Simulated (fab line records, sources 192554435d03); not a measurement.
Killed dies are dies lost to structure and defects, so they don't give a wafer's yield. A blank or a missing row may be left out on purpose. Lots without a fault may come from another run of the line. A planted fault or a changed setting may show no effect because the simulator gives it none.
fab line records | flow n5_finfet | part 1 of 2: steps 1 to 4 of 6
record lots=23 wafers=69 last_day=21
route steps=1938 shown SDB@369 HKMG_FIN@413 GATE_CUT@490
lots that met no fault: from a run of the same line without faults
start_h: hours from the record's first day to the start of the lot's first wafer shown | wait_h: hours since the lot's step before | " the same as in the row above | L1.1+2: a row that stands for several wafers | - no value, or no start given | * or withheld: withheld | < > ~ a bound
route shown NAME@n: a module of which the file shows steps, and the number in the route of the first | usual: mean/standard deviation of fault-free wafers | same: alike in all rows | chamber/n: place in a boat | sites: the reading at each site | _std_site: their standard deviation | _edge_site: outer sites' mean less inner sites' | radius_mm: how far each site lies from the wafer's centre | mask NAME#n: copy n | behind: the tool/chamber that last shaped the wafer | hold: why the lot was held/for how many hours/how that ended | device: the transistor (n, p or np) that didn't switch | end of line: the same wafers' tests at the end of the route | a step without rows: its recipe alone | killed: dies lost to structure and defects at the first sort, not the wafer's yield | map: a wafer's dies, x killed, . not, _ none there
set.NAME: the setting as run; set.NAME@STEP: as run at that earlier step | model.NAME: the simulator's own value behind a step, which no gauge read
steps of the route over a sample of lots; a table a step, a row a wafer
services: from which hour (start_h, from the record's first day; less than 0 if before it) a tool's chamber was out of use, for how many hours, and why
## steps
# step N5_SDB_CUT_ETCH_26
# recipe chemistry=HBr/Cl2/O2 target=Si target_depth_a=1296 bt_time_s=20 mask_material=SiNx time_s=51.8 ion_energy_ev=* bias_w=* pressure_mtorr=10 icp_w=800 HBr_flow_sccm=150 Cl2_flow_sccm=80 O2_flow_sccm=12
# usual drypump_motor_current_A=5.7/0.43 oes_product_au=1.006/0.017 throttle_valve_pct=37.2/0.34
# columns lot.wafer tool chamber start_h wait_h drypump_motor_current_A oes_product_au rf_hours_counter_h throttle_valve_pct
L074.3 rie_si-04 3 67.85 0.1 6.4 0.981 143 37.3
L074.4 " 0 " " 6.1 0.984 109 37.4
L074.6 " 1 " " 5.6 1.014 - 37.7
L075.1 rie_si-02 2 72.10 0.1 5.3 0.994 74 36.8
L075.3 " 1 " " 5.9 1.006 60 37.4
L075.6 " 0 " " 5.9 1.012 - 37.0
L076.1 rie_si-02 3 78.82 0.1 4.8 1.010 77 36.6
L076.4 " 2 " " 5.3 0.997 75 36.8
L076.6 " 3 " " 4.8 1.011 - 36.7
L077.3 rie_si-01 2 86.76 0.1 6.0 0.988 2 37.2
L077.5 " 2 " " 6.0 0.993 - 37.2
L077.6 " 3 " " 5.8 1.027 - 36.6
L078.2 rie_si-04 1 95.65 0.1 5.6 1.002 36 37.7
L078.4 " 0 " " 6.1 0.985 110 37.4
L078.6 " 1 " " 5.6 1.005 - 37.7
L079.2 rie_si-02 2 101.84 0.1 5.3 0.992 75 36.8
L079.3 " 1 " " 6.0 1.017 61 37.4
L079.4 " 0 " " 5.9 1.010 147 37.0
L080.2 rie_si-02 3 110.43 0.1 4.8 1.000 77 36.6
L080.3 " 2 " " 5.3 0.996 75 36.8
L080.5 " 1 " " 5.9 1.007 - 37.4
L081.1 rie_si-02 0 117.66 0.1 5.9 1.005 147 37.0
L081.2 " 1 " " 5.9 1.015 61 37.4
L081.5 " 3 " " 4.8 1.003 - 36.7
L082.2 rie_si-04 1 120.10 0.1 5.6 1.005 37 37.7
L082.5 " 3 " " 6.4 0.981 - 37.3
L082.6 " 2 " " 5.2 1.027 - 37.3
L083.2 rie_si-01 0 121.68 0.1 5.4 1.001 6 37.4
L083.3 " 2 " " 6.0 0.994 3 37.2
L083.4 " 3 " " 5.8 1.029 107 36.6
L084.2 rie_si-04 1 127.24 0.1 5.6 1.010 37 37.7
L084.4 " 3 " " 6.4 0.974 144 37.4
L084.5 " 3 " " 6.5 0.979 - 37.3
L085.1 rie_si-01 1 131.65 0.1 5.7 1.019 12 37.6
L085.2 " 2 " " 6.0 0.995 3 37.2
L085.3 " 3 " " 5.8 1.034 107 36.6
L086.3 rie_si-01 2 138.56 0.1 6.1 0.993 3 37.2
L086.4 " 3 " " 5.8 1.034 107 36.6
L086.5 " 1 " " 5.7 1.016 - 37.6
L087.2 rie_si-01 3 144.01 0.1 5.8 1.026 107 36.6
L087.3 " 0 " " 5.4 1.014 7 37.4
L087.5 " 2 " " 6.1 0.989 - 37.2
L088.3 rie_si-02 0 148.81 0.1 5.9 1.007 147 37.0
L088.5 " 1 " " 5.9 1.015 - 37.4
L088.6 " 0 " " 5.9 1.009 - 37.0
L089.2 rie_si-04 2 154.69 0.1 5.2 1.045 130 37.3
L089.4 " 3 " " 6.4 0.973 145 37.3
L089.6 " 2 " " 5.2 1.030 - 37.3
L090.2 rie_si-04 3 160.85 0.1 6.4 0.974 145 37.3
L090.4 " 1 " " 5.6 1.005 37 37.7
L090.5 " 2 " " 5.2 1.023 - 37.3
L091.1 rie_si-04 3 166.40 0.1 6.4 0.979 145 37.3
L091.2 " 2 " " 5.2 1.038 130 37.3
L091.4 " 1 " " 5.6 1.008 38 37.7
L093.1 rie_si-02 3 178.07 0.1 4.8 0.999 79 36.6
L093.5 " 2 " " 5.3 0.997 - 36.8
L093.6 " 0 " " 5.9 1.009 - 37.0
L094.2 rie_si-01 3 190.66 0.1 5.8 1.024 108 36.6
L094.3 " 2 " " 6.0 0.985 4 37.2
L094.4 " 1 " " 5.7 1.019 13 37.6
L095.2 rie_si-04 1 193.21 0.1 5.6 1.001 38 37.7
L095.3 " 2 " " 5.2 1.034 131 37.3
L095.5 " 3 " " 6.5 0.985 - 37.3
L096.2 rie_si-04 2 197.65 0.1 5.2 1.025 131 37.3
L096.3 " 0 " " 6.1 0.978 112 37.4
L096.4 " 1 " " 5.6 1.009 38 37.7
L097.1 rie_si-02 2 205.13 0.1 5.3 1.006 77 36.8
L097.2 " 1 " " 5.9 1.016 63 37.4
L097.4 " 3 " " 4.8 1.007 79 36.7
# step N5_SDB_CMP_30
# recipe stop_on=poly-Si t_overpolish_s=1.54 post_cmp_clean=alkaline_brush down_force_psi=4.1491 platen_rpm=51.796 pad_velocity_m_s=1.0306 target_thk_nm=30
# usual head_pressure_psi=4.150/0.0097 motor_current_A=12.4/1.1 overpolish_run_s=1.539/0.0097 time_to_endpoint_s=18/3.4
# columns lot.wafer tool chamber start_h wait_h head_pressure_psi motor_current_A overpolish_run_s time_to_endpoint_s
L074.4 cmp-01 1 70.83 1.4 4.158 14.4 1.534 13
L074.3 " 2 " " 4.145 10.3 1.545 16
L074.6 " 0 " " 4.136 11.7 1.547 15
L075.3 cmp-01 1 75.78 1.4 4.154 14.2 1.542 13
L075.1 " 3 " " 4.147 14.2 1.543 15
L075.6 " 1 " " 4.167 13.0 1.525 13
L076.1 cmp-04 2 81.74 1.4 4.163 12.4 1.546 18
L076.4 " 1 " " 4.129 12.4 1.529 11
L076.6 " 2 " " 4.141 12.4 1.541 18
L077.3 cmp-03 1 90.61 1.4 4.158 11.2 1.541 19
L077.6 " 0 " " 4.151 11.7 1.534 22
L077.5 " 1 " " 4.161 11.1 1.540 21
L078.2 cmp-04 2 98.60 1.4 4.136 11.7 1.519 17
L078.4 " 0 " " 4.137 13.5 1.532 19
L078.6 " 1 " " 4.160 12.5 1.540 11
L079.4 cmp-03 3 104.79 1.4 4.156 12.3 1.549 22
L079.2 " 1 " " 4.138 11.7 1.543 23
L079.3 " 2 " " 4.164 10.7 1.549 21
L080.3 cmp-03 3 113.36 1.4 4.155 12.8 1.557 24
L080.2 " 1 " " 4.148 11.0 1.527 22
L080.5 " 3 " " 4.156 12.9 1.537 22
L081.1 cmp-03 0 120.61 1.4 4.149 12.2 1.533 21
L081.2 " 1 " " 4.172 11.1 1.545 19
L081.5 " 3 " " 4.149 13.1 1.536 20
L082.2 cmp-01 3 123.06 1.4 4.151 13.7 1.519 19
L082.5 " 2 " " 4.158 10.5 1.529 17
L082.6 " 3 " " 4.145 14.6 1.541 20
L083.3 cmp-03 0 124.83 1.5 4.149 11.5 1.548 22
L083.4 " 1 " " 4.144 11.1 1.541 19
L083.2 " 2 " " 4.166 10.2 1.543 19
L084.4 cmp-04 0 130.15 1.4 4.148 13.1 1.529 22
L084.2 " 2 " " 4.165 12.0 1.542 17
L084.5 " 0 " " 4.154 13.3 1.546 21
L085.1 cmp-04 2 134.93 1.4 4.127 11.9 1.538 18
L085.3 " 0 " " 4.143 13.1 1.517 21
L085.2 " 1 " " 4.157 13.0 1.544 12
L086.3 cmp-04 3 141.48 1.4 4.160 12.2 1.547 18
L086.4 " 2 " " 4.150 11.6 1.531 18
L086.5 " 0 " " 4.152 13.2 1.527 20
L087.2 cmp-04 2 146.98 1.4 4.136 12.8 1.542 17
L087.3 " 3 " " 4.144 12.8 1.536 17
L087.5 " 1 " " 4.144 12.7 1.536 14
L088.3 cmp-01 2 151.76 1.4 4.182 10.7 1.537 18
L088.6 " 2 " " 4.154 11.1 1.543 18
L088.5 " 3 " " 4.170 13.7 1.541 19
L089.4 cmp-04 1 157.65 1.4 4.138 12.3 1.552 13
L089.2 " 3 " " 4.147 12.1 1.544 19
L089.6 " 0 " " 4.154 13.8 1.565 23
L090.4 cmp-04 3 163.76 1.4 4.145 12.0 1.548 21
L090.2 " 1 " " 4.149 12.6 1.545 13
L090.5 " 3 " " 4.155 12.3 1.534 20
L091.2 cmp-01 1 169.35 1.4 4.147 14.1 1.544 12
L091.1 " 2 " " 4.132 10.7 1.530 14
L091.4 " 3 " " 4.139 13.9 1.541 15
L093.1 cmp-03 3 181.06 1.5 4.135 12.8 1.527 21
L093.6 " 1 " " 4.159 11.4 1.546 20
L093.5 " 2 " " 4.153 10.3 1.535 19
L094.2 cmp-01 2 193.60 1.4 4.149 10.6 1.545 20
L094.4 " 3 " " 4.168 13.9 1.535 19
L094.3 " 0 " " 4.153 13.0 1.522 19
L095.2 cmp-01 2 196.21 1.5 4.152 10.9 1.538 20
L095.3 " 3 " " 4.147 14.3 1.539 21
L095.5 " 0 " " 4.148 12.6 1.524 21
L096.3 cmp-04 1 200.61 1.4 4.154 12.2 1.555 10
L096.2 " 2 " " 4.156 12.1 1.552 16
L096.4 " 3 " " 4.145 12.1 1.535 15
L097.4 cmp-03 2 208.04 1.4 4.144 10.3 1.544 17
L097.1 " 3 " " 4.150 12.5 1.535 20
L097.2 " 0 " " 4.155 11.9 1.530 20
# step N5_HKMG_FIN_CVD_62
# recipe material=a-Si target_thk_a=30 temp_c=500 precursor=Si2H6 pressure_torr=1 time_s=20.8
# usual heater_power_outer_w=980/130 heater_power_w=1440/160
# columns lot.wafer tool chamber start_h wait_h heater_power_outer_w heater_power_w
L074.3 thermal_cvd_si-02 0 74.48 0.2 954 1403
L074.4 " 0 " " 953 1385
L074.6 " 1 " " 1041 1568
L075.1 thermal_cvd_si-01 0 79.43 0.2 1136 1546
L075.3 " 2 " " 720 1142
L075.6 " 1 " " 1049 1612
L076.1 thermal_cvd_si-02 1 85.42 0.2 1006 1570
L076.4 " 0 " " 937 1392
L076.6 " 1 " " 1026 1547
L077.3 thermal_cvd_si-01 0 94.30 0.2 1079 1540
L077.5 " 1 " " 1094 1603
L077.6 " 2 " " 720 1146
L078.2 thermal_cvd_si-02 1 102.24 0.2 1035 1576
L078.4 " 0 " " 932 1416
L078.6 " 2 " " 1018 1404
L079.2 thermal_cvd_si-01 0 108.46 0.2 1135 1567
L079.3 " 1 " " 1095 1580
L079.4 " 0 " " 1114 1532
L080.2 thermal_cvd_si-02 2 117.21 0.2 994 1379
L080.3 " 1 " " 1011 1535
L080.5 " 1 " " 1010 1538
L081.1 thermal_cvd_si-01 1 124.24 0.2 1101 1613
L081.2 " 0 " " 1123 1498
L081.5 " 2 " " 728 1152
L082.2 thermal_cvd_si-02 2 126.57 0.2 991 1396
L082.5 " 1 " " 1016 1594
L082.6 " 0 " " 928 1446
L083.2 thermal_cvd_si-01 0 128.67 0.2 1115 1510
L083.3 " 2 " " 723 1163
L083.4 " 0 " " 1120 1492
L084.2 thermal_cvd_si-02 0 133.80 0.2 954 1422
L084.4 " 0 " " 928 1424
L084.5 " 1 " " 1014 1576
L085.1 thermal_cvd_si-01 1 138.48 0.2 1061 1599
L085.2 " 0 " " 1104 1485
L085.3 " 2 " " 718 1138
L086.3 thermal_cvd_si-02 1 145.02 0.2 1029 1580
L086.4 " 0 " " 941 1423
L086.5 " 2 " " 973 1380
L087.2 thermal_cvd_si-01 2 150.57 0.2 743 1158
L087.3 " 1 " " 1123 1573
L087.5 " 0 " " 1081 1548
L088.3 thermal_cvd_si-02 1 155.30 0.2 992 1591
L088.5 " 1 " " 999 1575
L088.6 " 0 " " 957 1400
L089.2 thermal_cvd_si-01 0 161.15 0.2 1121 1535
L089.4 " 0 " " 1157 1565
L089.6 " 1 " " 1072 1605
L090.2 thermal_cvd_si-02 0 167.44 0.2 946 1419
L090.4 " 2 " " 1000 1370
L090.5 " 0 " " 956 1420
L091.1 thermal_cvd_si-01 0 173.31 0.2 1107 1543
L091.2 " 1 " " 1081 1624
L091.4 " 0 " " 1127 1517
L093.1 thermal_cvd_si-01 0 184.77 0.2 1135 1517
L093.5 " 2 " " 706 1122
L093.6 " 0 " " 1136 1556
L094.2 thermal_cvd_si-02 0 197.69 0.2 931 1429
L094.3 " 1 " " 1049 1576
L094.4 " 0 " " 939 1410
L095.2 thermal_cvd_si-01 2 199.85 0.2 728 1155
L095.3 " 0 " " 1116 1511
L095.5 " 0 " " 1114 1533
L096.2 thermal_cvd_si-02 2 204.46 0.2 1014 1397
L096.3 " 1 " " 1001 1635
L096.4 " 2 " " 988 1396
L097.1 thermal_cvd_si-01 0 211.76 0.2 1128 1537
L097.2 " 2 " " 719 1162
L097.4 " 1 " " 1070 1618
# step N5_HKMG_FIN_NWFM_ALD_20
# recipe material=TiAlC target_thk_a=20 temp_c=300 ald_precursor_family=TiCl4 ald_co_reactant=TEA pulse_time_s=3 purge_time_s=2 co_reactant_purge_time_s=2 co_reactant_pulse_time_s=10 ald_cycles=7 pressure_torr=3
# usual heater_power_outer_w=287/35 heater_power_w=496/48 precursor_pulse_height_rel=0.999/0.019
# same purge_time_s=2
# columns lot.wafer tool chamber start_h wait_h heater_power_outer_w heater_power_w precursor_pulse_height_rel
L074.3 ald_metal-02 3 78.09 0.1 326 542 0.976
L074.4 " 1 " " 275 462 0.986
L074.6 " 0 " " 344 546 0.989
L075.1 ald_metal-03 0 83.03 0.3 261 446 1.009
L075.3 " 2 " " 330 516 0.971
L075.6 " 1 " " 256 466 1.008
L076.1 ald_metal-02 0 89.02 0.3 333 556 0.985
L076.4 " 3 " " 325 545 1.002
L076.6 " 0 " " 340 560 1.003
L077.3 ald_metal-04 0 97.99 0.1 300 518 0.969
L077.5 " 0 " " 299 507 0.995
L077.6 " 1 " " 263 439 0.989
L078.2 ald_metal-02 0 106.04 0.3 330 553 1.009
L078.4 " 3 " " 310 571 0.992
L078.6 " 1 " " 272 463 0.996
L079.2 ald_metal-04 3 112.06 0.3 317 579 0.976
L079.3 " 0 " " 299 498 1.012
L079.4 " 3 " " 328 554 0.986
L080.2 ald_metal-02 1 121.40 0.3 275 470 1.067
L080.3 " 2 " " 230 416 0.989
L080.5 " 1 " " 266 467 1.002
L081.1 ald_metal-04 0 127.85 0.3 308 497 1.004
L081.2 " 1 " " 265 444 0.994
L081.5 " 0 " " 293 490 0.998
L082.2 ald_metal-04 3 130.16 0.3 314 569 1.025
L082.5 " 0 " " 307 508 0.994
L082.6 " 3 " " 314 565 1.014
L083.2 ald_metal-03 3 132.59 0.3 288 511 0.988
L083.3 " 0 " " 259 438 0.998
L083.4 " 1 " " 253 471 1.014
L084.2 ald_metal-03 2 137.40 0.3 339 524 1.019
L084.4 " 1 " " 254 470 0.974
L084.5 " 3 " " 274 528 1.009
L085.1 ald_metal-02 2 142.09 0.3 228 421 1.029
L085.2 " 3 " " 313 550 0.976
L085.3 " 1 " " 275 471 1.009
L086.3 ald_metal-03 2 148.62 0.1 331 511 1.008
L086.4 " 1 " " 250 478 1.000
L086.5 " 0 " " 260 444 1.024
L087.2 ald_metal-04 2 154.36 0.3 265 500 1.019
L087.3 " 1 " " 273 458 1.011
L087.5 " 3 " " 327 579 1.018
L088.3 ald_metal-02 0 159.29 0.3 338 555 0.997
L088.5 " 0 " " 331 555 1.009
L088.6 " 1 " " 275 477 1.004
L089.2 ald_metal-02 0 164.67 0.3 340 554 1.014
L089.4 " 1 " " 274 476 1.011
L089.6 " 2 " " 217 427 1.013
L090.2 ald_metal-03 1 171.00 0.3 259 463 0.989
L090.4 " 2 " " 337 515 1.031
L090.5 " 3 " " 284 521 0.993
L091.1 ald_metal-02 1 176.85 0.3 267 460 1.014
L091.2 " 0 " " 330 556 0.990
L091.4 " 2 " " 221 424 0.989
L093.1 ald_metal-04 0 188.78 0.3 303 488 0.981
L093.5 " 1 " " 267 439 1.022
L093.6 " 0 " " 291 503 1.029
L094.2 ald_metal-02 1 201.36 0.3 279 463 1.010
L094.3 " 0 " " 341 559 1.000
L094.4 " 1 " " 271 468 1.012
L095.2 ald_metal-02 0 203.58 0.3 337 553 1.025
L095.3 " 2 " " 222 412 0.999
L095.5 " 0 " " 341 556 0.983
L096.2 ald_metal-04 0 208.68 0.3 295 497 1.010
L096.3 " 2 " " 265 496 0.996
L096.4 " 3 " " 321 556 0.971
L097.1 ald_metal-04 1 215.46 0.3 268 441 0.988
L097.2 " 2 " " 263 511 0.991
L097.4 " 3 " " 324 568 0.971
